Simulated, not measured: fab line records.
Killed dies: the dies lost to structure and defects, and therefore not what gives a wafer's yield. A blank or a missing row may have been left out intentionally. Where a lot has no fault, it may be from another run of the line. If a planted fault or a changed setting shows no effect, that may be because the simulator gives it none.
fab line records | flow n5-finfet
record: lots: 12 | wafers: 35 | last-day: 17
route steps=1938 shown FIN_SAQP@152 FIN_CUT@163
lots that met no fault: from a run of the same line without faults
start-h: hours from the record's first day to the start of the lot's first wafer shown | wait-h: time in hours since the lot's previous step | " unchanged from the row above | L1.1+2: several wafers, shown together as one row | - either no value or no given start | * or withheld: withheld | < > ~ a bound
route shown NAME@n: a module of which the file shows steps, and the number in the route of the first | usual: the fault-free wafers' mean and standard deviation | same: alike in all rows | chamber/n: place in a boat | sites: per-site readings | _std_site: how widely they spread, as a standard deviation | _edge_site: the outer-site mean with the inner-site mean subtracted | radius-mm: for every site, how far away it sits from the centre of the wafer | mask NAME#n: copy n | behind: tool/chamber where the wafer was last shaped | hold: cause of the lot's hold/its duration in hours/its outcome | device: transistor that didn't switch, given as n, p or np | end of line: tests run on the same wafers once the route is complete | for a step that has no rows: nothing shown but its recipe | killed: count of dies lost to structure and defects at first sort (not the wafer's yield) | map: per-die view of a wafer (x killed, . not killed, _ where there is no die)
set.NAME: the setting that was run; set.NAME@STEP: the one run at that earlier step | model.NAME: the simulator's own value behind a step, which no gauge read
route steps across a sampled set of lots; one table per step, one row per wafer
services: a tool's chamber out of use, with start hour (start-h, from the record's first day; less than 0 if before it), hours out, and reason
== steps ==
step: N5_FIN_SAQP_OCD_MEAS_76
usual: trench-depth-nm: 120.0/2.4
lot.wafer | tool   | chamber | start-h | wait-h | trench-depth-nm
L990.1    | ocd-01 | -       | 32.92   | 0.0    | 119.0
L990.2    | "      | -       | "       | "      | 119.7
L990.3    | "      | -       | "       | "      | 117.4
L992.1    | ocd-02 | -       | 45.77   | 0.0    | 119.9
L992.3    | "      | -       | "       | "      | 120.0
L992.6    | "      | -       | "       | "      | 120.4
L993.1    | ocd-02 | -       | 50.95   | 0.0    | 125.2
L993.5    | "      | -       | "       | "      | 116.7
L993.6    | "      | -       | "       | "      | 120.7
L994.3    | ocd-01 | -       | 58.23   | 0.0    | 119.5
L994.4    | "      | -       | "       | "      | 117.8
L994.5    | "      | -       | "       | "      | 118.2
L995.2    | ocd-01 | -       | 63.62   | 0.0    | 121.5
L995.4    | "      | -       | "       | "      | 117.6
L995.6    | "      | -       | "       | "      | 120.4
L997.2    | ocd-02 | -       | 75.33   | 0.0    | 122.9
L997.3    | "      | -       | "       | "      | 119.0
L997.6    | "      | -       | "       | "      | 118.7
L998.1    | ocd-02 | -       | 80.01   | 0.0    | 121.4
L998.4    | "      | -       | "       | "      | 119.4
L998.5    | "      | -       | "       | "      | 119.4
L105.3    | ocd-01 | -       | 123.21  | 0.0    | 119.1
L105.5    | "      | -       | "       | "      | 121.0
L106.1    | ocd-01 | -       | 128.97  | 0.0    | 118.7
L106.3    | "      | -       | "       | "      | 117.3
L106.5    | "      | -       | "       | "      | 117.3
L110.1    | ocd-02 | -       | 153.55  | 0.0    | 121.3
L110.2    | "      | -       | "       | "      | 118.0
L110.4    | "      | -       | "       | "      | 124.5
L111.1    | ocd-01 | -       | 158.56  | 0.0    | 124.7
L111.5    | "      | -       | "       | "      | 124.6
L111.6    | "      | -       | "       | "      | 120.1
L112.2    | ocd-02 | -       | 164.59  | 0.0    | 118.8
L112.5    | "      | -       | "       | "      | 118.1
L112.6    | "      | -       | "       | "      | 120.0
step: N5_FIN_CUT_CD_MEAS_08
recipe: target-cd-nm: 29.1 | landing-energy-ev: 500 | detector: se-inlens | polarity: opening
usual: cd-nm: 29.16/0.23
lot.wafer | tool      | chamber | start-h | wait-h | cd-nm
L990.1    | cd-sem-01 | 0       | 33.25   | -      | 29.35
L990.2    | "         | 0       | "       | "      | 28.94
L990.3    | "         | 0       | "       | "      | 28.95
L992.1    | cd-sem-03 | 0       | 46.23   | -      | 29.58
L992.3    | "         | 0       | "       | "      | 29.14
L992.6    | "         | 0       | "       | "      | 29.08
L993.1    | cd-sem-03 | 0       | 51.28   | -      | 29.31
L993.5    | "         | 0       | "       | "      | 29.13
L993.6    | "         | 0       | "       | "      | 29.01
L994.3    | cd-sem-03 | 0       | 58.60   | -      | 29.68
L994.4    | "         | 0       | "       | "      | 29.01
L994.5    | "         | 0       | "       | "      | 28.90
L995.2    | cd-sem-01 | 0       | 64.08   | -      | 29.39
L995.4    | "         | 0       | "       | "      | 29.05
L995.6    | "         | 0       | "       | "      | 29.37
L997.2    | cd-sem-01 | 0       | 75.79   | -      | 28.94
L997.3    | "         | 0       | "       | "      | 28.88
L997.6    | "         | 0       | "       | "      | 28.83
L998.1    | cd-sem-02 | 0       | 80.35   | -      | 29.06
L998.4    | "         | 0       | "       | "      | 29.33
L998.5    | "         | 0       | "       | "      | 29.27
L105.3    | cd-sem-02 | 0       | 123.55  | -      | 29.06
L105.5    | "         | 0       | "       | "      | 29.18
L106.1    | cd-sem-03 | 0       | 129.30  | -      | 28.93
L106.3    | "         | 0       | "       | "      | 28.94
L106.5    | "         | 0       | "       | "      | 29.31
L110.1    | cd-sem-03 | 0       | 154.01  | -      | 29.36
L110.2    | "         | 0       | "       | "      | 29.04
L110.4    | "         | 0       | "       | "      | 28.88
L111.1    | cd-sem-02 | 0       | 159.01  | -      | 29.60
L111.5    | "         | 0       | "       | "      | 29.38
L111.6    | "         | 0       | "       | "      | 29.30
L112.2    | cd-sem-01 | 0       | 165.05  | -      | 29.24
L112.5    | "         | 0       | "       | "      | 29.09
L112.6    | "         | 0       | "       | "      | 28.92
step: N5_FIN_CUT_DESCUM_13
recipe: chemistry: O2 | time-s: 7 | source-power-w: 50 | bias-power-w: 20 | pressure-mtorr: 20 | rf-frequency-hz: 2.712e+07 | temp-c: 40 | resist: CAR-EUV | o2-flow-sccm: 225
usual: drypump-motor-current-A: 5.6/0.36 | oes-product-au: 0.80/0.1 | rf-fwd-power-W: 49.25/0.26 | rf-vpp-V: 243.8/1.2 | showerhead-plenum-p-Torr: 2.14/0.05 | throttle-valve-pct: 20.32/0.24
lot.wafer | tool        | chamber | start-h | wait-h | drypump-motor-current-A | oes-product-au | rf-fwd-power-W | rf-hours-counter-h | rf-vpp-V | showerhead-plenum-p-Torr | throttle-valve-pct
L990.1    | rie-diel-04 | 3       | 33.37   | 0.0    | 6.1                     | 0.88           | 49.32          | 70                 | 242.9    | 2.14                     | 20.05
L990.2    | "           | 2       | "       | "      | 6.0                     | 0.71           | 49.51          | 211                | 242.8    | 2.16                     | 20.71
L990.3    | "           | 1       | "       | "      | 4.9                     | 0.80           | 49.26          | 115                | 245.1    | 2.17                     | 19.98
L992.1    | rie-diel-04 | 1       | 46.37   | 0.1    | 4.9                     | 0.79           | 48.95          | 120                | 245.5    | 2.17                     | 19.99
L992.3    | "           | 0       | "       | "      | 5.4                     | 0.79           | 49.67          | 127                | 244.9    | 2.16                     | 20.21
L992.6    | "           | 2       | "       | "      | 6.0                     | 0.71           | 48.99          | -                  | 243.0    | 2.16                     | 20.71
L993.1    | rie-diel-05 | 1       | 51.87   | 0.5    | 5.6                     | 0.98           | 49.27          | 1                  | 244.7    | 2.15                     | 20.18
L993.5    | "           | 3       | "       | "      | 5.8                     | 0.72           | 49.15          | -                  | 242.7    | 2.14                     | 20.03
L993.6    | "           | 1       | "       | "      | 5.6                     | 0.98           | 49.66          | -                  | 245.2    | 2.15                     | 20.19
L994.3    | rie-diel-05 | 2       | 58.78   | 0.1    | 5.7                     | 0.68           | 49.30          | 240                | 243.8    | 2.13                     | 20.41
L994.4    | "           | 1       | "       | "      | 5.6                     | 0.97           | 49.65          | 4                  | 244.9    | 2.15                     | 20.20
L994.5    | "           | 0       | "       | "      | 5.0                     | 0.74           | 49.18          | -                  | 245.2    | 2.18                     | 20.30
L995.2    | rie-diel-01 | 1       | 64.28   | 0.1    | 5.7                     | 0.92           | 49.04          | 22                 | 245.3    | 2.24                     | 20.42
L995.4    | "           | 2       | "       | "      | 5.8                     | 0.97           | 49.59          | 4                  | 242.6    | 2.09                     | 20.74
L995.6    | "           | 3       | "       | "      | 6.2                     | 0.68           | 49.22          | -                  | 242.7    | 2.07                     | 20.29
L997.2    | rie-diel-04 | 0       | 75.91   | 0.0    | 5.4                     | 0.78           | 49.49          | 136                | 244.9    | 2.16                     | 20.23
L997.3    | "           | 2       | "       | "      | 6.0                     | 0.70           | 49.35          | 225                | 244.3    | 2.16                     | 20.72
L997.6    | "           | 1       | "       | "      | 4.9                     | 0.79           | 48.90          | -                  | 245.4    | 2.17                     | 20.00
L998.1    | rie-diel-01 | 1       | 80.47   | 0.0    | 5.7                     | 0.91           | 49.25          | 27                 | 245.0    | 2.23                     | 20.42
L998.4    | "           | 0       | "       | "      | 5.6                     | 0.71           | 49.20          | -                  | 242.2    | 2.07                     | 20.45
L998.5    | "           | 1       | "       | "      | 5.7                     | 0.91           | 49.17          | -                  | 243.7    | 2.23                     | 20.42
L105.3    | rie-diel-05 | 3       | 123.97  | 0.3    | 5.8                     | 0.71           | 48.61          | 241                | 242.6    | 2.13                     | 20.06
L105.5    | "           | 3       | "       | "      | 5.8                     | 0.71           | 48.85          | -                  | 245.1    | 2.13                     | 20.07
L106.1    | rie-diel-01 | 1       | 129.42  | 0.0    | 5.7                     | 0.88           | 48.95          | 42                 | 245.0    | 2.23                     | 20.43
L106.3    | "           | 0       | "       | "      | 5.6                     | 0.68           | 49.31          | 222                | 242.2    | 2.06                     | 20.46
L106.5    | "           | 1       | "       | "      | 5.7                     | 0.88           | 49.05          | -                  | 245.1    | 2.23                     | 20.44
L110.1    | rie-diel-05 | 1       | 154.13  | 0.0    | 5.6                     | 0.89           | 49.27          | 35                 | 243.3    | 2.14                     | 20.24
L110.2    | "           | 2       | "       | "      | 5.7                     | 0.95           | 49.16          | 14                 | 243.7    | 2.13                     | 20.01
L110.4    | "           | 2       | "       | "      | 5.7                     | 0.94           | 49.08          | -                  | 243.9    | 2.13                     | 20.00
L111.1    | rie-diel-01 | 0       | 159.14  | 0.0    | 5.6                     | 0.69           | 49.30          | 234                | 241.8    | 2.06                     | 20.47
L111.5    | "           | 2       | "       | "      | 5.8                     | 0.90           | 49.56          | -                  | 240.7    | 2.08                     | 20.77
L111.6    | "           | 1       | "       | "      | 5.7                     | 0.87           | 49.00          | -                  | 243.0    | 2.22                     | 20.46
L112.2    | rie-diel-01 | 1       | 165.17  | 0.0    | 5.7                     | 0.85           | 48.83          | 56                 | 244.9    | 2.22                     | 20.46
L112.5    | "           | 2       | "       | "      | 5.8                     | 0.90           | 49.66          | -                  | 242.5    | 2.08                     | 20.77
L112.6    | "           | 1       | "       | "      | 5.7                     | 0.87           | 48.99          | -                  | 245.1    | 2.22                     | 20.46
step: N5_FIN_CUT_CUT_ETCH_15
recipe: chemistry: HBr/Cl2/O2 | target: Si | target-depth-a: 1000 | bt-time-s: 10 | mask-material: SOC | time-s: 42.4 | ion-energy-ev: * | bias-w: * | pressure-mtorr: 10 | icp-w: 800 | HBr_flow_sccm: 150 | Cl2_flow_sccm: 80 | O2_flow_sccm: 12
usual: bias-w: * | drypump-motor-current-A: 5.7/0.3 | he-backside-leak-sccm: 2.71/0.26 | oes-product-au: 1.004/0.012 | rf-fwd-power-W: * | throttle-valve-pct: 37.0/0.46
lot.wafer | tool      | chamber | start-h | wait-h | bias-w | drypump-motor-current-A | he-backside-leak-sccm | oes-product-au | rf-fwd-power-W | rf-hours-counter-h | throttle-valve-pct
L990.1    | rie-si-05 | 1       | 34.00   | 0.1    | *      | 6.0                     | 3.00                  | 0.995          | *              | 135                | 36.9
L990.2    | "         | 3       | "       | "      | *      | 5.1                     | 2.56                  | 0.995          | *              | 104                | 37.8
L990.3    | "         | 0       | "       | "      | *      | 5.7                     | 2.58                  | 1.013          | *              | 1                  | 36.6
L992.1    | rie-si-05 | 2       | 47.00   | 0.1    | *      | 5.4                     | 2.80                  | 0.999          | *              | 18                 | 36.5
L992.3    | "         | 3       | "       | "      | *      | 5.0                     | 2.54                  | 0.992          | *              | 104                | 37.8
L992.6    | "         | 1       | "       | "      | *      | 6.0                     | 3.18                  | 0.993          | *              | -                  | 36.9
L993.1    | rie-si-06 | 3       | 52.50   | 0.1    | *      | 5.5                     | 2.20                  | 1.009          | *              | 24                 | 36.6
L993.5    | "         | 2       | "       | "      | *      | 5.7                     | 2.77                  | 1.002          | *              | -                  | 37.8
L993.6    | "         | 1       | "       | "      | *      | 6.1                     | 2.54                  | 0.995          | *              | -                  | 37.3
L994.3    | rie-si-06 | 1       | 59.41   | 0.0    | *      | 6.1                     | 2.51                  | 0.996          | *              | 35                 | 37.2
L994.4    | "         | 0       | "       | "      | *      | 5.9                     | 2.82                  | 1.016          | *              | 0                  | 36.8
L994.5    | "         | 1       | "       | "      | *      | 6.1                     | 2.54                  | 0.991          | *              | -                  | 37.2
L995.2    | rie-si-06 | 3       | 64.91   | 0.1    | *      | 5.5                     | 2.25                  | 1.015          | *              | 24                 | 36.6
L995.4    | "         | 0       | "       | "      | *      | 5.9                     | 2.86                  | 1.018          | *              | 0                  | 36.8
L995.6    | "         | 3       | "       | "      | *      | 5.5                     | 2.27                  | 1.018          | *              | -                  | 36.6
L997.2    | rie-si-06 | 3       | 76.54   | 0.1    | *      | 5.5                     | 2.31                  | 1.020          | *              | 25                 | 36.6
L997.3    | "         | 1       | "       | "      | *      | 6.1                     | 2.55                  | 0.992          | *              | 35                 | 37.3
L997.6    | "         | 3       | "       | "      | *      | 5.5                     | 2.39                  | 1.015          | *              | -                  | 36.6
L998.1    | rie-si-05 | 3       | 81.10   | 0.1    | *      | 5.0                     | 2.51                  | 0.996          | *              | 105                | 37.8
L998.4    | "         | 0       | "       | "      | *      | 5.6                     | 2.57                  | 1.011          | *              | 2                  | 36.6
L998.5    | "         | 0       | "       | "      | *      | 5.6                     | 2.57                  | 1.014          | *              | -                  | 36.6
L105.3    | rie-si-05 | 1       | 124.60  | 0.0    | *      | 6.0                     | 2.94                  | 0.999          | *              | 136                | 36.9
L105.5    | "         | 3       | "       | "      | *      | 5.0                     | 2.47                  | 0.998          | *              | -                  | 37.8
L106.1    | rie-si-01 | 2       | 130.05  | 0.1    | *      | 5.7                     | 2.59                  | 0.985          | *              | 13                 | 37.3
L106.3    | "         | 0       | "       | "      | *      | 5.3                     | 2.63                  | 1.006          | *              | 9                  | 37.2
L106.5    | "         | 0       | "       | "      | *      | 5.2                     | 2.89                  | 1.013          | *              | -                  | 37.2
L110.1    | rie-si-05 | 0       | 154.77  | 0.1    | *      | 5.7                     | 2.86                  | 1.014          | *              | 4                  | 36.6
L110.2    | "         | 1       | "       | "      | *      | 6.0                     | 2.88                  | 0.993          | *              | 137                | 36.9
L110.4    | "         | 3       | "       | "      | *      | 5.0                     | 2.46                  | 0.997          | *              | 106                | 37.8
L111.1    | rie-si-01 | 2       | 159.77  | 0.1    | *      | 5.7                     | 2.77                  | 0.986          | *              | 13                 | 37.3
L111.5    | "         | 0       | "       | "      | *      | 5.3                     | 2.63                  | 1.016          | *              | -                  | 37.2
L111.6    | "         | 1       | "       | "      | *      | 5.9                     | 2.59                  | 0.994          | *              | -                  | 36.3
L112.2    | rie-si-01 | 3       | 165.80  | 0.1    | *      | 5.9                     | 3.07                  | 1.011          | *              | 180                | 37.2
L112.5    | "         | 3       | "       | "      | *      | 5.9                     | 2.99                  | 1.010          | *              | -                  | 37.2
L112.6    | "         | 0       | "       | "      | *      | 5.2                     | 2.99                  | 1.022          | *              | -                  | 37.2
== services ==
tool        | chamber | start-h | hours | kind
rie-diel-01 | 2       | 32.05   | -     | clean
rie-diel-01 | 2       | 32.05   | -     | consumable-replace:focus-ring
rie-diel-01 | 2       | 32.05   | 16.7  | scheduled-down
rie-diel-01 | 2       | 32.05   | 16.7  | vent-cycle
rie-diel-05 | -       | 42.56   | 2.8   | pm
rie-diel-04 | 3       | 44.36   | 6.6   | repair
rie-si-05   | 1       | 44.73   | 1.0   | repair
rie-diel-05 | 0       | 48.06   | 8.5   | repair
rie-si-01   | 3       | 50.64   | 5.8   | repair
rie-diel-04 | 3       | 51.82   | 4.5   | repair
rie-si-05   | 3       | 73.72   | 4.7   | repair
rie-diel-01 | 2       | 78.79   | 3.0   | repair
rie-diel-01 | -       | 100.88  | 0.9   | repair
rie-si-05   | 0       | 104.16  | 2.8   | repair
rie-si-06   | -       | 108.52  | 0.1   | repair
rie-si-06   | 1       | 114.25  | 13.2  | repair
rie-si-05   | 3       | 127.23  | 6.0   | repair
rie-diel-04 | 0       | 135.51  | 2.6   | repair
rie-diel-04 | 2       | 137.67  | 9.0   | repair
rie-diel-01 | 3       | 146.17  | -     | clean
rie-diel-01 | 3       | 146.17  | -     | consumable-replace:focus-ring
rie-diel-01 | 3       | 146.17  | 16.4  | scheduled-down
rie-diel-05 | 3       | 154.00  | 3.5   | repair
rie-diel-04 | -       | 156.29  | 1.1   | repair
== key ==
first-sign: step: N5_FIN_CUT_CUT_ETCH_15 | reading: bias-w | direction: up | sigmas: 11 | usual: * | struck: *
effect none on later readings
met-at N5_FIN_CUT_CUT_ETCH_15
struck-lots L995,L997
struck-wafers L995.2,L995.6,L997.2,L997.6
tester-left-out L995,L997
not-acting-at N5_FIN_SAQP_OCD_MEAS_76,N5_FIN_CUT_CD_MEAS_08,N5_FIN_CUT_DESCUM_13
onset-between 52.50 64.91
fault: kind: process-parameter-drift | tool: rie-si-06 | chamber: 3 | onset-h: 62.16 | steps: N5_FIN_CUT_CUT_ETCH_15 | channel: bias-w | offset: * | shape: step | end-h: 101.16 | acts-in: * | stated: *
tester-left-out: of these lots the tester's yield and bins aren't shown, on N5 and GAA mostly nor the transistor test; their killed dies are dies lost to structure and defects alone, not to doping, threshold or leakage, so they don't give the yield
